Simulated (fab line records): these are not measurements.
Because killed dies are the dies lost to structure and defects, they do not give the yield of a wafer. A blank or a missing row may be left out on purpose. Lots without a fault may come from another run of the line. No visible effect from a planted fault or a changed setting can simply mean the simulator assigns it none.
Check of tool commonality -- flow nandHarc -- Sample size 2 lots and 6 wafers

WHY THIS WAS OPENED
On 2 of the 2 lots, a flag is raised at NHARC_END_SORT_01 on the reading killedDies. No-fault wafers: 32, standard deviation 10.
Rule: a lot gets a flag if all its wafers with a number sit over 4 standard deviations from that mean, or if no wafer of it has a number. The other lots count as sound.

lot,measured,on,"killedDies, wafer by wafer",flag
L927,day 21 13:20,prober-02,95 124 73,FLAGGED
L929,day 22 01:18,prober-01,112 127 118,FLAGGED
The mean of the flagged lots' numbers is 108, +76 from the usual (+8 standard deviations).

LOT BY LOT: THE TOOL USED
4 process steps preceding the reading are held in the record, out of 1159 steps in the route. Every cell lists first the tool, next ch and the chambers used by the sampled wafers, and last the start.
lot,flag,NHARC_A_CHANNEL_FILL_D1_PRECLEAN_30,NHARC_THIN_TSV_ANNEAL_52,NHARC_THIN_TSV_DEGAS_53,NHARC_THIN_TSV_ETCH_36
L927,FLAGGED,"wetBench-03 ch 4,6,7, day 12 15:55","rtpAnneal-02 ch 0, day 21 02:50","pvdSputter-01, day 21 03:35","rieMetal-01 ch 1, day 21 05:10"
L929,FLAGGED,"wetBench-03 ch 0,4,6, day 12 21:19","rtpAnneal-01 ch 0, day 21 14:20","pvdSputter-02, day 21 15:08","rieMetal-02 ch 0,1, day 21 16:42"
What the steps here do:
- NHARC_A_CHANNEL_FILL_D1_PRECLEAN_30: cleans in dHF, time 30 s.
- NHARC_THIN_TSV_ANNEAL_52: time 90 s.
- NHARC_THIN_TSV_DEGAS_53: time 60 s.
- NHARC_THIN_TSV_ETCH_36: etches the open film in Cl2/BCl3, target depth 65 nm, time 18.571 s.
- NHARC_END_SORT_01

FLAGGED AGAINST TOTAL, ONE TOOL AT A TIME (gauges that did the reading follow at the end)
step,tool,lots run,flagged,share of the flagged lots,sound lots run after its first flagged lot
NHARC_A_CHANNEL_FILL_D1_PRECLEAN_30,wetBench-03,2,2,all,0
NHARC_THIN_TSV_ANNEAL_52,rtpAnneal-01,1,1,some,0
NHARC_THIN_TSV_ANNEAL_52,rtpAnneal-02,1,1,some,0
NHARC_THIN_TSV_DEGAS_53,pvdSputter-01,1,1,some,0
NHARC_THIN_TSV_DEGAS_53,pvdSputter-02,1,1,some,0
NHARC_THIN_TSV_ETCH_36,rieMetal-01,1,1,some,0
NHARC_THIN_TSV_ETCH_36,rieMetal-02,1,1,some,0
NHARC_END_SORT_01,prober-01,1,1,some,0
NHARC_END_SORT_01,prober-02,1,1,some,0

WHAT THE TABLE PERMITS
All flagged lots share 1 row of the table, namely wetBench-03 at NHARC_A_CHANNEL_FILL_D1_PRECLEAN_30.
- wetBench-03 at NHARC_A_CHANNEL_FILL_D1_PRECLEAN_30: 2 of its 2 lots flagged. The start can't be narrowed down: in this sample, it ran no sound lot prior to its first flagged lot.
Left over: one tool, wetBench-03 at NHARC_A_CHANNEL_FILL_D1_PRECLEAN_30.

WHAT THE SIMULATOR PUT IN
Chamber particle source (wetBench-03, NHARC_A_CHANNEL_FILL_D1_PRECLEAN_30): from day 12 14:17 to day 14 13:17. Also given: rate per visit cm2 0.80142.
Shown lots that were struck: L927, L929. This agrees with what the rule above found.
